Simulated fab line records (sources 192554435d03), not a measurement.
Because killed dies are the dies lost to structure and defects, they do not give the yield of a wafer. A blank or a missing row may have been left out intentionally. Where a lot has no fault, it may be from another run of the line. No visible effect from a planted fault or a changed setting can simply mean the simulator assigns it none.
Split-lot experiment ; flow n5_finfet ; 21 wafers read across 7 lots, on a route 1938 steps long

THE SPLIT
At N5_BEOL_M4_DESCUM_33 (chemistry O2, time 7 s), the setting time_s was moved away from the recipe's 7 s on 6 of the 21 wafers read, by -14.1% to +15.9%. This setting was run at the recipe's value on the other wafers.

FROM THE SPLIT TO THE READING: what the file shows between them, 3 steps
- N5_BEOL_M4_ETCH_77: etches underlayer in N2/H2, target depth 6.5 nm, time 5.2 s
- N5_BEOL_M4_ETCH_69: etches SiARC in CF4, target depth 15.6 nm, time 26 s
- N5_BEOL_M4_ALD_98: deposits SiO2, target thk 2.5 nm, pulse time 1 s, co reactant pulse time 1 s

THE READING
CAR-EUV_of_BEOL_M4_COAT_22.thk_nm (the simulator's own value, which no gauge read), in nm, at N5_BEOL_M4_ETCHBACK_99 (etches SiO2 in CHF3, target depth 5 nm, time 10.4 s). No usual value for it is given in the file. Here, 15 wafers ran the recipe; their average is 10.4 nm with a standard deviation of 0.13 nm.

wafer;tool, chamber at the split;time_s as run, s;against the recipe;CAR-EUV_of_BEOL_M4_COAT_22.thk_nm, nm;against lot-mates on the recipe
L075.1;rie_diel-04, 2;6.392;-8.7%;10.6;+0.0
L075.3;rie_diel-04, 0;7;recipe;10.6;-
L075.4;rie_diel-04, 1;6.392;-8.7%;10.8;+0.2
L079.1;rie_diel-04, 3,1;7;recipe;10.4;-
L079.5;rie_diel-04, 3,1;7;recipe;10.4;-
L079.3;rie_diel-04, 1;6.016;-14.1%;10.8;+0.4
L081.2;rie_diel-04, 2;8.102;+15.7%;9.8;-0.6
L081.4;rie_diel-04, 3;7;recipe;10.4;-
L081.6;rie_diel-04, 3;7;recipe;10.4;-
L083.1;rie_diel-05, 1,0;7;recipe;10.6;-
L083.5;rie_diel-05, 1,0;7;recipe;10.6;-
L083.4;rie_diel-05, 0;7;recipe;10.4;-
L085.1;rie_diel-06, 2,3,3;7;recipe;10.2;-
L085.6;rie_diel-06, 2,3,3;7;recipe;10.2;-
L085.2;rie_diel-06, 2,3,3;7;recipe;10.4;-
L087.1;rie_diel-04, 0,2;7;recipe;10.4;-
L087.2;rie_diel-04, 0,2;7;recipe;10.4;-
L087.3;rie_diel-04, 3;8.111;+15.9%;9.8;-0.6
L097.1;rie_diel-04, 2;7;recipe;10.2;-
L097.3;rie_diel-04, 1;7;recipe;10.4;-
L097.5;rie_diel-04, 2;7.698;+10.0%;10;-0.3
Rows listing several chambers each stand for several wafers; the file does not say which wafer went through which chamber.

THE FIT
A straight line over all 21 wafers: CAR-EUV_of_BEOL_M4_COAT_22.thk_nm changes by -0.0355 nm for each +1% of time_s; r = -0.90; the points scatter about the line by 0.12 nm.
The same after taking each lot's own level away (the mean of its wafers on the recipe; 21 wafers): -0.0306 nm for each +1%; r = -0.92; scatter 0.092 nm.
On that fit, the largest move of time_s shifts the reading by 0.49 nm.
From 10.27 to 10.60 nm: that is the span of the lots' own levels, equal to 2.6 times the standard deviation above.
So the slope is not independent of the lot-to-lot level: the two fits are not the same.
Check: -0.478 nm against its lot-mates is what the line predicts for one of the wafers moved furthest among these (+15.9%) when that wafer is left out of the fit. It came out at -0.6 nm against them.

THESE WAFERS: OTHER SPLITS
Other splits were also applied to these wafers ahead of the reading. Each is held against what the fit with the lots' levels taken away leaves over:
other split on the same wafers;wafers away from the commonest value;r with CAR-EUV_of_BEOL_M4_COAT_22.thk_nm (lot level and that fit taken away)
N5_BEOL_M1_ALD_98 ald_cycles;8;-0.32
N5_BEOL_M2_ETCH_69 bias_w;6;+0.14
N5_BEOL_M3_TRENCH_ETCH_37 bias_w;8;-0.08
N5_BEOL_M3_ETCH_41 target_depth_a;3;-0.32

THE WHOLE CHAIN: every reading that the file lists as answering this split, in the file's order
step;what it does;reading;change (the file's fit);r (the file's)
N5_BEOL_M4_DESCUM_33;chemistry O2, time 7 s;CAR-EUV_of_BEOL_M4_COAT_22.thk_nm (the simulator's own value, which no gauge read);-0.0346 nm for each +1% of the setting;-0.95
N5_BEOL_M4_ETCH_69;etches SiARC in CF4, target depth 15.6 nm, time 26 s;CAR-EUV_of_BEOL_M4_COAT_22.thk_nm (the simulator's own value, which no gauge read);-0.0357 nm for each +1% of the setting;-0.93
N5_BEOL_M4_ETCHBACK_99;etches SiO2 in CHF3, target depth 5 nm, time 10.4 s;CAR-EUV_of_BEOL_M4_COAT_22.thk_nm (the simulator's own value, which no gauge read);-0.0326 nm for each +1% of the setting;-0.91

FILE'S OWN FIT
CAR-EUV_of_BEOL_M4_COAT_22.thk_nm changes by -0.0326 nm for each +1% of time_s, r = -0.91.
